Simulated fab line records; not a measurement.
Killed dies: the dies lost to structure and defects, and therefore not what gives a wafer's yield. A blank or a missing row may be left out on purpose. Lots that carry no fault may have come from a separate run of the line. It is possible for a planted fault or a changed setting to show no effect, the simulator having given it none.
The tool behind it: which one? ; flow n5 finfet ; at 1 step of a route of 1938, 21 lots with 63 wafers sampled

## WHAT THE GAUGES READ, wafer by wafer
N5_BEOL_M0_SAQP_THK_MEAS_05.
lot;measured;on;thk nm (nm)
L074;day 5 12:51;film metro-01;59.6 58.8 60.1
L076;day 6 01:26;film metro-02;60.3 60.4 61.7
L077;day 6 07:28;film metro-01;58.4 60.0 59.9
L078;day 6 10:24;film metro-01;59.5 59.9 60.0
L079;day 6 17:34;film metro-01;60.4 60.1 60.1
L080;day 6 22:08;film metro-02;61.1 59.8 61.7
L081;day 7 04:15;film metro-02;60.4 60.9 61.3
L082;day 7 15:58;film metro-01;57.7 58.3 59.0
L083;day 7 17:47;film metro-01;60.3 60.7 62.0
L084;day 8 05:01;film metro-02;58.3 59.1 60.4
L085;day 8 08:25;film metro-01;60.1 60.4 60.7
L087;day 8 14:39;film metro-01;59.6 58.6 59.1
L088;day 9 00:52;film metro-01;59.7 60.2 60.7
L089;day 9 05:19;film metro-01;57.3 57.2 58.1
L090;day 9 09:47;film metro-01;58.2 58.9 59.3
L092;day 9 20:08;film metro-01;60.9 59.2 60.6
L093;day 10 05:20;film metro-02;59.2 58.2 58.8
L094;day 10 11:31;film metro-01;59.2 60.4 61.6
L095;day 10 21:33;film metro-01;60.5 61.8 60.9
L096;day 11 00:32;film metro-02;59.7 59.7 59.1
L097;day 11 10:41;film metro-01;59.7 61.0 61.7

## TOOL THAT RAN EACH LOT (tool first, then ch and the chambers of the sampled wafers, then the start)
The record shows no process step preceding these readings.

## WHAT THE TOOLS THEMSELVES READ (means of the sampled wafers that have a number; where no wafer has one, the mark that the record gives instead)
The record holds no such reading with a usual standard deviation.

## THE ANSWER, worked out from the rows above alone
Rule: what is usual is taken from the lots themselves. Put in order of their means at a reading, lots are off if they are a third of the lots or fewer, leave a main group of 4 or more, and stand apart from it by a gap of 3 or more times the standard deviation of the main group's means; of several such gaps the widest counts. A main group whose means are all the same, to the digits that the tables above print for the reading, isn't used. A lot without any number at a reading at which 4 lots or more have one is off too. All remaining lots with rows at the step are treated as sound. The gauges are gone through in route order, then the tools' own readings, and for those a lot's mean is taken as printed above. The first step at which some lot is off is used, and at that step the reading that is off furthest; a lot without a number counts as furthest.
Nothing can be told from this: no lot is off at any reading shown.

## WHAT THE SIMULATOR PUT IN
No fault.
